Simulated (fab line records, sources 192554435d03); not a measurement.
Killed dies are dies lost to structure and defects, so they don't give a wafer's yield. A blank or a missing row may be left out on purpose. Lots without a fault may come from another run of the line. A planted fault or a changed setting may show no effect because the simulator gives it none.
Chamber matching | flow n5_finfet | N5_BEOL_M3_DESCUM_16 on rie_diel-01: 4 sister chambers
The step chemistry O2, time 7 s. 4 wafers are shown with their chamber, then 7 later ones without.

WAFERS WITH THEIR CHAMBER
wafer  | chamber | throttle_valve_pct (%)
L082.3 | 2       | 20.47
L082.6 | 0       | 20.01
L089.1 | 1       | 20.64
L089.2 | 3       | 20.48

WAFERS WITHOUT THEIR CHAMBER
wafer  | throttle_valve_pct (%)
L089.6 | 20.50
L093.1 | 20.49
L093.4 | 20.51
L093.6 | 20.65
L095.3 | 20.52
L095.5 | 20.52
L095.6 | 20.04

WHICH CHAMBER EACH WENT THROUGH
wafer  | from the rows above     | in truth
L089.6 | can't be placed: 3 or 2 | 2
L093.1 | can't be placed: 3 or 2 | 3
L093.4 | can't be placed: 3 or 2 | 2
L093.6 | 1                       | 1
L095.3 | can't be placed: 3 or 2 | 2
L095.5 | can't be placed: 3 or 2 | 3
L095.6 | 0                       | 0
Placed correctly: 2 of 7. Can't be placed from these rows: 5 (the true chamber is among the candidates in 5). Placed wrongly: 0.
How it was worked out, from the rows above alone: a wafer's distance from a chamber is the root of the sum, over the readings, of the square of ((its reading less the chamber's mean) divided by the reading's scatter). The wafer belongs to the nearest chamber; if the next one is less than 2 further off, it can't be placed. A chamber's mean is the mean of its shown wafers. The scatter: with one shown wafer a chamber, the root of the mean of the squares of how far each hidden wafer lies from its nearest shown one.
